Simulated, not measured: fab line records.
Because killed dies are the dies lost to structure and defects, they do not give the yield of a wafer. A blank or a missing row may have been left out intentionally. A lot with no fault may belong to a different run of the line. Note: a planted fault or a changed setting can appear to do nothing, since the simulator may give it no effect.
A lot that was struck, set against a sound lot :: flow n5 finfet :: 38 out of 1938 route steps
Sound: the wafers L749.1, L749.2, L749.4. Struck: wafer L759.3. (L759.2 of the same lot was not struck and is left out.) The cause comes at the end.
Each step with rows lists, per side, the tool, then ch with its chambers, then its first start. Under that, the readings that differ: sound wafers :: struck wafers :: difference of the means :: sigmas: that difference in standard deviations of wafers without a fault.
alike: words and numbers the same on both sides, and readings whose means are apart by under 2 such deviations; not compared: readings that were withheld, readings missing a value for some wafer, numbers with overlapping values and no deviation given by the record, and bounds like >300 which may hide the same value.
Wherever a step has rows on one side only, a row that says differs or no value, or a row with sigmas, the two part there. Numbers that don't overlap but have no deviation are shown without sigmas and don't part them. A reading missing from all wafers of one side parts the sides only when that side holds two or more wafers.

first, 9 steps without rows for these wafers: N5_BEOL_M4_ANNEAL_95 (time 240 s); N5_BEOL_M4_SPUTTER_96 (material Cu, target thk 4.5 nm, time 8.29 s); N5_BEOL_M4_ECD_50 (material Cu, target thk 300 nm); N5_BEOL_M4_ANNEAL_51 (time 90 s); N5_BEOL_M4_CMP_52 (polishes, stops on SiOC, t overpolish 6.8 s, target thk 40 nm); N5_BEOL_M4_PRE_CLEAN_60 (time 15 s); N5_BEOL_M4_CO_CAP_55 (material Co, precursor CCTBA/H2, target thk 2 nm, time 102.1 s); N5_BEOL_M4_PRE_CLEAN_56 (time 15 s); N5_BEOL_M4_DEP_57 (deposits SiCN from 3MS/NH3, target thk 8 nm, time 14 s).
N5_BEOL_M4_RC_MEAS_101:
  sound on prober-02 ch 0, day 8 20:20; struck on prober-02 ch 0, day 11 20:01
  alike: DIBL_N, DIBL_P, IOFF_N, IOFF_P, ION_N, ION_P, SS_N, SS_P, VT_N, VT_P
then, 24 steps without rows for these wafers: N5_BEOL_M5_ILD_DEP_00 (deposits SiCOH lowk from DEMS/porogen, target thk 140.64 nm, time 25.9 s); N5_BEOL_M5_CURE_79 (cures SiCOH lowk, time 240 s); N5_BEOL_M5_PECVD_70 (deposits SiO2 from TEOS/O2, target thk 16 nm, time 18 s); N5_BEOL_M5_HM_DEP_02 (deposits TiN, target thk 20 nm); N5_BEOL_M5_COAT_59 (time 60 s, resist thk 60 nm); N5_BEOL_M5_COAT_60 (time 60 s, resist thk 12 nm); N5_BEOL_M5_COAT_71 (time 60 s, resist thk 5 nm); N5_BEOL_M5_COAT_05 (resist thk 30 nm); N5_BEOL_M5_EBR_07; N5_BEOL_M5_SOFTBAKE_06 (time 60 s); N5_BEOL_M5_EXPOSE_08 (exposes mask M5, target cd 28 nm); N5_BEOL_M5_PEB_09 (peb time 60 s); N5_BEOL_M5_DEVELOP_10 (develop time 30 s); N5_BEOL_M5_DESCUM_16 (chemistry O2, time 7 s); N5_BEOL_M5_ETCH_72 (etches underlayer in N2/H2, target depth 6.5 nm, time 5.2 s); N5_BEOL_M5_ETCH_61 (etches SiARC in CF4, target depth 15.6 nm, time 26 s); N5_BEOL_M5_ETCH_62 (etches SOC in N2/H2, target depth 75 nm, overetch 15 nm, time 112.5 s); N5_BEOL_M5_STRIP_63 (strips in N2/H2); N5_BEOL_M5_STRIP_73 (strips in N2/H2); N5_BEOL_M5_STRIP_64 (strips in CF4); N5_BEOL_M5_HM_OPEN_17 (chemistry Cl2/BCl3, target TiN, target depth 20 nm, overetch 6 nm); N5_BEOL_M5_STRIP_19 (strips in O2); N5_BEOL_M5_COAT_65 (time 60 s, resist thk 60 nm); N5_BEOL_M5_COAT_66 (time 60 s, resist thk 12 nm).
N5_BEOL_M6_CMP_52: polishes, stops on SiCOH lowk, t overpolish 6.9 s, target thk 80 nm.
  sound on cmp-02 ch 0,1,3, day 9 18:57; struck on cmp-02 ch 1, day 12 15:44
reading: barrier field endpoint s (s)
sound: 28.5 29.3 29.1
struck: 46.7
difference: +17.7
sigmas: +21

reading: overpolish run s (s)
sound: 6.909 6.917 6.895
struck: 0.035
difference: -6.872
sigmas: -99 or more

reading: time to endpoint s (s)
sound: 63 62 66
struck: 81
difference: +17
sigmas: +5
  alike: clearing platen rpm, head pressure psi, motor current A
N5_BEOL_M6_THK_MEAS_53: measures by xrf.
  sound on film metro-02 at day 9 19:13; struck on film metro-01 at day 12 16:00
reading: M6_THK (nm)
sound: 83.0 80.3 80.9
struck: 207.4
difference: +126.0
sigmas: +66
N5_BEOL_M6_INSPECT_58: inspects for defects (darkfield).
  sound on defect inspect-01 at day 9 19:22; struck on defect inspect-02 at day 12 16:09
reading: raw defect count
sound: 75 72 88
struck: 1460
difference: +1382
sigmas: +63
-- a jump in the record: the struck wafers' starts before and after are 3 days apart (it breaks off in module BEOL_M6 and resumes in module PASSIVATION, where the first step shown is number 1936 of the route) --
N5_PASSIVATION_PROBE_49:
  only the struck wafers here have rows in the record (prober-02, day 15 23:34); the sound ones have none

== WHERE THEY PART ==
Earliest at N5_BEOL_M6_CMP_52; latest, in this record, at N5_PASSIVATION_PROBE_49.

WHY: the cause the simulator had injected
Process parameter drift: cmp-02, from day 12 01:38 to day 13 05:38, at N5_BEOL_M6_CMP_52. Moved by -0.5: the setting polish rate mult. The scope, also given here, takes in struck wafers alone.
